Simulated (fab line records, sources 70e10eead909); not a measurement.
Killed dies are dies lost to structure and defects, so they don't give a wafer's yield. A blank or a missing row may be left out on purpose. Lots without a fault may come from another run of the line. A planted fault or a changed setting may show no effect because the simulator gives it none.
fab line records | flow nand_harc | part 1 of 2: steps 1 to 27 of 35
record lots=5 wafers=15 last_day=24
route steps=1159 shown A_STAIRCASE@733 A_SGD_CUT@747
lots that met no fault: from a run of the same line without faults
start_h: hours from the record's first day to the start of the lot's first wafer shown | wait_h: hours since the lot's step before | " the same as in the row above | L1.1+2: a row that stands for several wafers | - no value, or no start given | * or withheld: withheld | < > ~ a bound
route shown NAME@n: a module of which the file shows steps, and the number in the route of the first | usual: mean/standard deviation of fault-free wafers | same: alike in all rows | chamber/n: place in a boat | sites: the reading at each site | _std_site: their standard deviation | _edge_site: outer sites' mean less inner sites' | radius_mm: how far each site lies from the wafer's centre | mask NAME#n: copy n | behind: the tool/chamber that last shaped the wafer | hold: why the lot was held/for how many hours/how that ended | device: the transistor (n, p or np) that didn't switch | end of line: the same wafers' tests at the end of the route | a step without rows: its recipe alone | killed: dies lost to structure and defects at the first sort, not the wafer's yield | map: a wafer's dies, x killed, . not, _ none there
set.NAME: the setting as run; set.NAME@STEP: as run at that earlier step | model.NAME: the simulator's own value behind a step, which no gauge read
lots at some steps of the route; a table a step, a row a wafer
services: from which hour (start_h, from the record's first day; less than 0 if before it) a tool's chamber was out of use, for how many hours, and why
## steps
# step NHARC_A_STAIRCASE_CMP_450
# recipe target_thk_nm=200 material=SiO2
# usual motor_current_A=12.4/1.5 pad_life_wafers=304/140 slurry_flow_ml_min=150.0/0.44
# columns lot.wafer tool chamber start_h wait_h motor_current_A pad_life_wafers slurry_flow_ml_min
L075.4 cmp-01 1 311.00 - 15.1 109 149.8
L075.2 " 2 " " 9.7 110 149.6
L075.6 " 0 " " 12.0 - 150.8
L079.1 cmp-03 3 338.31 - 13.0 408 150.0
L079.2 " 0 " " 9.4 409 150.0
L079.6 " 0 " " 9.7 - 150.8
L080.3 cmp-02 3 354.94 - 12.6 162 149.9
L080.2 " 2 " " 11.1 165 150.2
L080.6 " 3 " " 12.7 - 150.5
L088.3 cmp-03 1 406.96 - 12.3 270 149.4
L088.1 " 0 " " 9.9 273 150.6
L088.6 " 1 " " 13.4 - 149.6
L097.4 cmp-03 1 444.78 - 12.7 558 149.6
L097.3 " 0 " " 9.8 561 149.7
L097.6 " 2 " " 14.1 - 150.1
# step NHARC_A_STAIRCASE_CMP_152
# usual motor_current_A=12.3/1.5 pad_life_wafers=310/140 slurry_flow_ml_min=150.1/0.45
# columns lot.wafer tool chamber start_h wait_h motor_current_A pad_life_wafers slurry_flow_ml_min
L075.4 cmp-01 1 311.08 0.1 14.9 115 150.5
L075.2 " 2 " " 10.0 116 150.4
L075.6 " 0 " " 12.4 - 149.3
L079.1 cmp-03 3 338.38 0.1 13.2 414 149.0
L079.2 " 0 " " 9.4 415 150.2
L079.6 " 0 " " 9.9 - 150.5
L080.3 cmp-02 3 355.01 0.1 12.1 168 149.8
L080.2 " 2 " " 11.5 171 149.5
L080.6 " 3 " " 12.3 - 149.8
L088.3 cmp-03 1 407.04 0.1 12.6 276 149.9
L088.1 " 0 " " 9.8 279 150.3
L088.6 " 1 " " 13.1 - 150.4
L097.4 cmp-03 1 444.86 0.1 13.3 564 150.4
L097.3 " 0 " " 10.4 567 149.9
L097.6 " 2 " " 13.9 - 150.0
# step NHARC_A_STAIRCASE_SRD_154
# columns lot.wafer tool chamber start_h wait_h
L075.6+4+2 wet_bench-09 6,2,3 311.35 0.0
L079.2+1+6 wet_bench-07 7,0,2 338.68 0.0
L080.6+3+2 wet_bench-07 4,7,0 355.30 0.0
L088.6+1+3 wet_bench-04 0,3,4 407.33 0.0
L097.3+4+6 wet_bench-09 3,6,7 445.14 0.0
# step NHARC_A_STAIRCASE_ETCH_403
# recipe target_depth_a=1082 chemistry=dHF material=SiO2
# columns lot.wafer tool chamber start_h wait_h
L075.6+4+2 wet_bench-09 6,2,3 311.37 0.0
L079.2+1+6 wet_bench-07 7,0,2 338.70 0.0
L080.6+3+2 wet_bench-07 4,7,0 355.32 0.0
L088.6+1+3 wet_bench-04 0,3,4 407.35 0.0
L097.3+4+6 wet_bench-09 3,6,7 445.17 0.0
# step NHARC_A_STAIRCASE_ETCHBACK_422
# recipe target_depth_a=400 over_etch_frac=0.3 time_s=74.286 ion_energy_ev=120 ch3f_flow_sccm=50 o2_flow_sccm=30 ar_flow_sccm=200 rf_w=500 bias_w=100 chemistry=CH3F/O2
# usual drypump_motor_current_A=5.5/0.48 oes_product_au=0.97/0.037 rf_vpp_V=244.6/1.9 showerhead_plenum_p_Torr=2.48/0.12 throttle_valve_pct=20.663/0.0095
# columns lot.wafer tool chamber start_h wait_h drypump_motor_current_A oes_product_au rf_hours_counter_h rf_vpp_V showerhead_plenum_p_Torr throttle_valve_pct
L075.4 rie_diel-04 2 311.55 0.2 5.7 1.02 4 245.4 2.51 20.685
L075.2 " 3 " " 6.2 1.01 5 247.0 2.66 20.667
L075.6 " 1 " " 5.1 1.01 - 242.4 2.34 20.661
L079.2 rie_diel-04 1 338.85 0.1 5.1 1.01 12 242.0 2.34 20.666
L079.1 " 3 " " 6.3 1.00 14 246.0 2.65 20.656
L079.6 " 1 " " 5.1 1.01 - 243.2 2.34 20.658
L080.3 rie_diel-04 1 355.50 0.2 5.1 1.02 18 243.5 2.33 20.658
L080.2 " 2 " " 5.7 1.00 21 245.5 2.50 20.667
L080.6 " 3 " " 6.2 1.00 - 246.9 2.65 20.650
L088.3 rie_diel-09 1 407.52 0.1 5.0 1.01 56 242.9 2.29 20.660
L088.1 " 2 " " 5.6 1.00 58 242.4 2.51 20.668
L088.6 " 3 " " 5.6 1.01 - 246.2 2.56 20.670
L097.4 rie_diel-09 1 445.35 0.2 5.0 1.01 2 241.0 2.29 20.653
L097.3 " 2 " " 5.6 0.99 3 244.6 2.51 20.657
L097.6 " 0 " " 6.4 1.00 - 244.6 2.50 20.671
# step NHARC_A_STAIRCASE_ETCH_423
# recipe target_depth_a=300 chemistry=dHF material=SiO2
# columns lot.wafer tool chamber start_h wait_h
L075.4+6+2 wet_bench-09 0,1,3 311.71 -
L079.2+6+1 wet_bench-07 6,1,2 339.01 0.2
L080.2+3+6 wet_bench-07 1,3,4 355.66 0.1
L088.3+6+1 wet_bench-04 2,4,7 407.66 -
L097.3+4+6 wet_bench-09 2,3,4 445.50 0.1
# step NHARC_A_STAIRCASE_ETCHBACK_157
# recipe target_depth_a=900 over_etch_frac=0.3 time_s=167.14 ion_energy_ev=120 ch3f_flow_sccm=50 o2_flow_sccm=30 ar_flow_sccm=200 rf_w=500 bias_w=100 chemistry=CH3F/O2
# usual drypump_motor_current_A=5.5/0.45 oes_product_au=0.98/0.032 rf_vpp_V=244.6/1.8 showerhead_plenum_p_Torr=2.48/0.12 throttle_valve_pct=20.663/0.0085
# columns lot.wafer tool chamber start_h wait_h drypump_motor_current_A oes_product_au rf_hours_counter_h rf_vpp_V showerhead_plenum_p_Torr throttle_valve_pct
L075.4 rie_diel-04 0 311.88 0.2 5.7 1.01 4 242.6 2.39 20.665
L075.2 " 3 " " 6.2 1.01 5 246.6 2.66 20.653
L075.6 " 1 " " 5.1 1.02 - 242.5 2.34 20.655
L079.1 rie_diel-04 2 339.21 0.1 5.7 1.00 14 246.4 2.51 20.671
L079.2 " 1 " " 5.1 1.01 12 243.3 2.34 20.661
L079.6 " 2 " " 5.7 1.01 - 245.3 2.51 20.666
L080.3 rie_diel-04 3 355.83 0.1 6.2 1.01 22 249.0 2.65 20.658
L080.2 " 0 " " 5.7 1.01 20 243.7 2.39 20.669
L080.6 " 0 " " 5.7 1.00 - 243.3 2.39 20.668
L088.1 rie_diel-03 2 407.89 0.2 5.2 0.99 2 247.2 2.61 20.659
L088.3 " 1 " " 4.8 0.99 - 246.6 2.55 20.665
L088.6 " 1 " " 4.7 1.00 - 246.5 2.55 20.649
L097.4 rie_diel-03 0 445.72 0.2 5.8 1.00 7 244.4 2.50 20.672
L097.3 " 1 " " 4.7 1.02 21 245.2 2.55 20.667
L097.6 " 3 " " 5.3 1.00 - 242.5 2.29 20.670
# step NHARC_A_STAIRCASE_STRIP_475
# recipe time_s=20 o2_flow_sccm=500 ar_flow_sccm=0 bias_w=0 chemistry=O2
# usual drypump_motor_current_A=5.5/0.45 oes_product_au=1.005/0.0088 rf_vpp_V=57.8/0.92 showerhead_plenum_p_Torr=3.54/0.17 throttle_valve_pct=17.035/0.0095
# columns lot.wafer tool chamber start_h wait_h drypump_motor_current_A oes_product_au rf_hours_counter_h rf_vpp_V showerhead_plenum_p_Torr throttle_valve_pct
L075.4 rie_diel-04 2 - - 5.8 1.008 4 57.3 3.60 17.031
L075.2 " 3 " " 6.3 1.015 5 58.2 3.81 17.046
L075.6 " 1 " " 5.1 1.028 - 58.9 3.36 17.027
L079.2 rie_diel-04 1 - - 5.1 1.012 12 58.2 3.36 17.046
L079.1 " 3 " " 6.3 1.013 14 59.0 3.80 17.042
L079.6 " 0 " " 5.7 1.000 - 57.8 3.43 17.014
L080.3 rie_diel-04 0 - - 5.7 1.010 20 56.9 3.43 17.039
L080.2 " 3 " " 6.2 1.014 22 57.5 3.80 17.052
L080.6 " 0 " " 5.7 1.000 - 58.8 3.43 17.033
L088.1 rie_diel-03 1 408.16 0.2 4.7 1.008 2 58.6 3.66 17.040
L088.3 " 1 " " 4.7 1.012 - 58.1 3.66 17.025
L088.6 " 1 " " 4.8 1.009 - 56.9 3.66 17.040
L097.4 rie_diel-03 3 - - 5.3 0.993 14 56.3 3.29 17.030
L097.3 " 0 " " 5.8 1.000 7 57.4 3.58 17.038
L097.6 " 3 " " 5.3 0.995 - 56.9 3.29 17.043
# step NHARC_A_STAIRCASE_DEP_471
# recipe target_thk_a=1000 temp_c=400 pressure_torr=6.5 rf_w=900 teos_flow_sccm=161.4 flow_sccm=2650 target_thk_nm=100 gas=O2 material=SiO2
# usual heater_power_w=565/130 susceptor_temp_C=399.94/0.2 throttle_valve_pct=16.1/0.42
# columns lot.wafer tool chamber start_h wait_h heater_power_w since_wet_clean_h susceptor_temp_C throttle_valve_pct
L075.2 pecvd-02 2 312.21 - 661 146 400.17 16.0
L075.6 " 1 " " 647 - 400.00 16.1
L075.4 " 2 " " 661 - 400.24 16.2
L079.2 pecvd-04 0 339.52 - 537 131 399.77 16.3
L079.1 " 1 " " 791 131 400.01 16.3
L079.6 " 1 " " 793 - 399.96 16.5
L080.3 pecvd-04 0 356.11 - 633 148 399.80 16.3
L080.2 " 1 " " 804 148 400.22 16.9
L080.6 " 1 " " 816 - 399.93 16.4
L088.1 pecvd-02 0 408.30 0.1 461 61 399.96 16.2
L088.3 " 2 " " 558 61 400.02 15.9
L088.6 " 1 " " 585 - 399.68 15.7
L097.3 pecvd-01 1 446.04 - 578 15 400.36 15.7
L097.6 " 2 " " 553 - 399.79 16.5
L097.4 " 0 " " 585 - 399.81 15.3
# step NHARC_A_STAIRCASE_CMP_472
# recipe material=SiO2
# usual motor_current_A=12.2/1.4 pad_life_wafers=254/120 slurry_flow_ml_min=150.0/0.5
# columns lot.wafer tool chamber start_h wait_h motor_current_A pad_life_wafers slurry_flow_ml_min
L075.4 cmp-02 0 312.43 0.1 12.6 444 149.7
L075.2 " 1 " " 12.2 445 149.7
L075.6 " 1 " " 12.5 - 149.9
L079.2 cmp-01 1 339.76 0.2 14.0 282 150.4
L079.1 " 3 " " 12.8 284 150.0
L079.6 " 2 " " 9.4 - 150.0
L080.3 cmp-02 2 356.46 0.3 11.8 192 149.5
L080.2 " 3 " " 12.3 193 149.2
L080.6 " 2 " " 12.0 - 150.3
L088.1 cmp-03 0 408.58 0.3 9.3 294 149.5
L088.3 " 2 " " 14.8 296 150.0
L088.6 " 1 " " 12.7 - 149.7
L097.3 cmp-02 0 446.26 0.2 12.3 114 150.8
L097.4 " 3 " " 12.3 117 149.6
L097.6 " 1 " " 12.8 - 149.6
# step NHARC_A_STAIRCASE_SRD_474
# columns lot.wafer tool chamber start_h wait_h
L075.6+4+2 wet_bench-07 2,3,4 312.70 0.0
L079.2+6+1 wet_bench-07 4,6,1 340.02 0.0
L080.3+2+6 wet_bench-09 7,0,1 356.73 0.1
L088.3+1+6 wet_bench-09 6,7,0 408.86 0.0
L097.6+4+3 wet_bench-07 1,4,5 446.52 0.0
# step NHARC_A_STAIRCASE_INSPECT_155
# usual raw_defect_count=363/140
# columns lot.wafer tool chamber start_h wait_h raw_defect_count
L075.2 defect_inspect-01 - 312.77 0.1 219
L075.4 " - " " 405
L075.6 " - " " 248
L079.1 defect_inspect-01 - 340.10 0.1 179
L079.2 " - " " 220
L079.6 " - " " 173
L080.2 defect_inspect-01 - 356.80 0.1 322
L080.3 " - " " 498
L080.6 " - " " 439
L088.1 defect_inspect-02 - 408.93 0.1 517
L088.3 " - " " 553
L088.6 " - " " 686
L097.3 defect_inspect-01 - 446.62 0.1 194
L097.4 " - " " 319
L097.6 " - " " 329
# step NHARC_A_SGD_CUT_DEP_00
# recipe target_thk_a=500 temp_c=400 target_thk_nm=50 flow_sccm=200 rf_w=450 material=SiNx
# usual heater_power_w=675/70 susceptor_temp_C=400.04/0.21
# columns lot.wafer tool chamber start_h wait_h heater_power_w since_wet_clean_h susceptor_temp_C
L075.2 pecvd-03 2 312.87 0.1 695 8 399.83
L075.4 " 1 " " 696 - 399.86
L075.6 " 2 " " 704 - 399.82
L079.1 pecvd-03 1 340.17 0.1 551 35 399.99
L079.2 " 0 " " 728 35 399.72
L079.6 " 1 " " 559 - 400.46
L080.2 pecvd-01 2 356.86 0.1 621 107 400.22
L080.3 " 0 " " 675 107 400.08
L080.6 " 0 " " 665 - 399.71
L088.3 pecvd-03 1 409.02 0.1 656 104 399.81
L088.1 " 2 " " 709 104 400.08
L088.6 " 2 " " 687 - 400.29
L097.3 pecvd-02 0 446.68 0.1 610 99 400.10
L097.4 " 0 " " 630 - 400.13
L097.6 " 2 " " 788 - 399.99
# step NHARC_A_SGD_CUT_DEHYDRATE_01
# recipe temp_c=150 time_s=120
# columns lot.wafer tool chamber start_h wait_h
L075.2+4+6 litho_track-01 0 313.11 0.2
L079.1+2+6 litho_track-04 0 340.44 0.2
L080.2+3+6 litho_track-06 0 357.13 0.2
L088.1+3+6 litho_track-01 0 409.29 0.2
L097.3+4+6 litho_track-06 0 446.95 0.2
# step NHARC_A_SGD_CUT_HMDS_02
# recipe time_s=30
# columns lot.wafer tool chamber start_h wait_h
L075.2+4+6 litho_track-01 0 - -
L079.1+2+6 litho_track-04 0 - -
L080.2+3+6 litho_track-06 0 - -
L088.1+3+6 litho_track-01 0 - -
L097.3+4+6 litho_track-06 0 - -
# step NHARC_A_SGD_CUT_COAT_56
# recipe temp_c=260 time_s=75
# columns lot.wafer tool chamber start_h wait_h
L075.2+4+6 litho_track-01 0 - -
L079.1+2+6 litho_track-04 0 - -
L080.2+3+6 litho_track-06 0 - -
L088.1+3+6 litho_track-01 0 - -
L097.3+4+6 litho_track-06 0 - -
# step NHARC_A_SGD_CUT_COAT_57
# recipe temp_c=225 time_s=65
# columns lot.wafer tool chamber start_h wait_h
L075.2+4+6 litho_track-01 0 - -
L079.1+2+6 litho_track-04 0 - -
L080.2+3+6 litho_track-06 0 - -
L088.1+3+6 litho_track-01 0 - -
L097.3+4+6 litho_track-06 0 - -
# step NHARC_A_SGD_CUT_COAT_03
# recipe spin_rpm=1500 resist_thk_nm=90
# columns lot.wafer tool chamber start_h wait_h
L075.2+4+6 litho_track-01 0 - -
L079.1+2+6 litho_track-04 0 - -
L080.2+3+6 litho_track-06 0 - -
L088.1+3+6 litho_track-01 0 - -
L097.3+4+6 litho_track-06 0 - -
# step NHARC_A_SGD_CUT_SOFTBAKE_04
# recipe temp_c=105 time_s=55
# columns lot.wafer tool chamber start_h wait_h
L075.2+4+6 litho_track-01 0 - -
L079.1+2+6 litho_track-04 0 - -
L080.2+3+6 litho_track-06 0 - -
L088.1+3+6 litho_track-01 0 - -
L097.3+4+6 litho_track-06 0 - -
# step NHARC_A_SGD_CUT_EBR_05
# columns lot.wafer tool chamber start_h wait_h
L075.2+4+6 litho_track-01 0 - -
L079.1+2+6 litho_track-04 0 - -
L080.2+3+6 litho_track-06 0 - -
L088.1+3+6 litho_track-01 0 - -
L097.3+4+6 litho_track-06 0 - -
# step NHARC_A_SGD_CUT_EXPOSE_06
# recipe na=1.35 dose_mj=85.59 mask_id=SGD
# columns lot.wafer tool chamber start_h wait_h mask
L075.2+4+6 arfi_scanner-01 0 313.42 - SGD#0
L079.1+2+6 arfi_scanner-02 0 340.75 - SGD#0
L080.2+3+6 arfi_scanner-01 0 357.45 - SGD#0
L088.1+3+6 arfi_scanner-03 0 409.60 - SGD#0
L097.3+4+6 arfi_scanner-03 0 447.27 - SGD#0
# step NHARC_A_SGD_CUT_PEB_07
# recipe peb_temp_c=100 peb_time_s=65
# columns lot.wafer tool chamber start_h wait_h
L075.2+4+6 litho_track-06 0 313.48 0.1
L079.1+2+6 litho_track-04 0 340.81 0.1
L080.2+3+6 litho_track-01 0 357.51 0.1
L088.1+3+6 litho_track-01 0 409.66 0.1
L097.3+4+6 litho_track-06 0 447.33 0.0
# step NHARC_A_SGD_CUT_DEVELOP_08
# recipe develop_time_s=35 dev_temp_c=23
# columns lot.wafer tool chamber start_h wait_h
L075.2+4+6 litho_track-06 0 - -
L079.1+2+6 litho_track-04 0 - -
L080.2+3+6 litho_track-01 0 - -
L088.1+3+6 litho_track-01 0 - -
L097.3+4+6 litho_track-06 0 - -
# step NHARC_A_SGD_CUT_CD_MEAS_09
# recipe target_cd_nm=100 landing_energy_ev=500
# usual cd_nm=100.0/0.49
# columns lot.wafer tool chamber start_h wait_h cd_nm
L075.2 cd_sem-01 0 313.56 - 100.4
L075.4 " 0 " " 99.4
L075.6 " 0 " " 100.5
L079.1 cd_sem-02 0 340.90 - 100.6
L079.2 " 0 " " 100.3
L079.6 " 0 " " 99.7
L080.2 cd_sem-01 0 357.59 - 99.3
L080.3 " 0 " " 99.6
L080.6 " 0 " " 100.5
L088.1 cd_sem-01 0 409.73 - 100.1
L088.3 " 0 " " 100.5
L088.6 " 0 " " 100.0
L097.3 cd_sem-02 0 447.41 - 99.9
L097.4 " 0 " " 99.6
L097.6 " 0 " " 100.1
# step NHARC_A_SGD_CUT_OVL_MEAS_10
# usual overlay_x_nm=0.0/0.93 overlay_y_nm=-0.1/0.96
# columns lot.wafer tool chamber start_h wait_h overlay_x_nm overlay_y_nm
L075.2 overlay-02 - 313.65 - 1.1 0.3
L075.4 " - " " 1.5 1.0
L075.6 " - " " 0.8 0.1
L079.1 overlay-01 - 340.99 - -0.8 1.6
L079.2 " - " " -0.9 2.0
L079.6 " - " " -0.2 1.5
L080.2 overlay-02 - 357.67 - -0.4 0.9
L080.3 " - " " 0.5 1.3
L080.6 " - " " 0.6 0.5
L088.1 overlay-01 - 409.82 - 0.9 -0.4
L088.3 " - " " 0.8 -0.6
L088.6 " - " " 0.3 -0.2
L097.3 overlay-01 - 447.49 - 0.4 -2.4
L097.4 " - " " 0.2 -1.7
L097.6 " - " " 0.9 -2.0
# step NHARC_A_SGD_CUT_INSPECT_11
# usual raw_defect_count=19/11
# columns lot.wafer tool chamber start_h wait_h raw_defect_count
L075.2 defect_inspect-01 - 313.69 0.0 11
L075.4 " - " " 10
L075.6 " - " " 7
L079.1 defect_inspect-01 - 341.02 0.0 8
L079.2 " - " " 11
L079.6 " - " " 20
L080.2 defect_inspect-01 - 357.71 0.0 19
L080.3 " - " " 17
L080.6 " - " " 15
L088.1 defect_inspect-02 - 409.86 0.0 22
L088.3 " - " " 33
L088.6 " - " " 30
L097.3 defect_inspect-01 - 447.53 0.0 10
L097.4 " - " " 13
L097.6 " - " " 18
# step NHARC_A_SGD_CUT_DESCUM_14
# recipe time_s=3 o2_flow_sccm=200 ar_flow_sccm=0 bias_power_w=0 chemistry=O2
# usual drypump_motor_current_A=5.7/0.35 oes_product_au=0.999/0.0084 rf_vpp_V=57.8/0.89 showerhead_plenum_p_Torr=1.92/0.092 throttle_valve_pct=11.311/0.0089
# columns lot.wafer tool chamber start_h wait_h drypump_motor_current_A oes_product_au rf_hours_counter_h rf_vpp_V showerhead_plenum_p_Torr throttle_valve_pct
L075.2 rie_diel-11 0 313.77 0.1 5.4 0.997 14 56.6 1.80 11.301
L075.4 " 3 " " 5.7 0.986 - 57.9 1.82 11.321
L075.6 " 0 " " 5.5 1.007 - 55.7 1.80 11.308
L079.1 rie_diel-11 3 341.08 0.1 5.6 0.997 17 57.8 1.82 11.306
L079.2 " 1 " " 6.1 1.003 17 58.4 1.87 11.320
L079.6 " 0 " " 5.4 0.997 - 55.9 1.80 11.316
L080.2 rie_diel-08 1 357.79 0.1 5.8 1.006 4 57.1 2.04 11.305
L080.3 " 2 " " 5.1 0.988 4 56.9 1.98 11.318
L080.6 " 0 " " 5.7 0.992 - 58.1 1.88 11.292
L088.1 rie_diel-10 3 409.92 0.1 5.2 1.008 4 56.5 1.99 11.321
L088.3 " 1 " " 5.9 0.992 4 59.5 2.04 11.311
L088.6 " 0 " " 5.7 1.007 - 56.5 1.83 11.322
L097.3 rie_diel-10 1 447.60 0.1 5.9 1.003 7 59.1 2.04 11.321
L097.4 " 2 " " 6.3 0.989 6 57.7 2.05 11.320
L097.6 " 1 " " 5.9 1.012 - 59.2 2.04 11.315
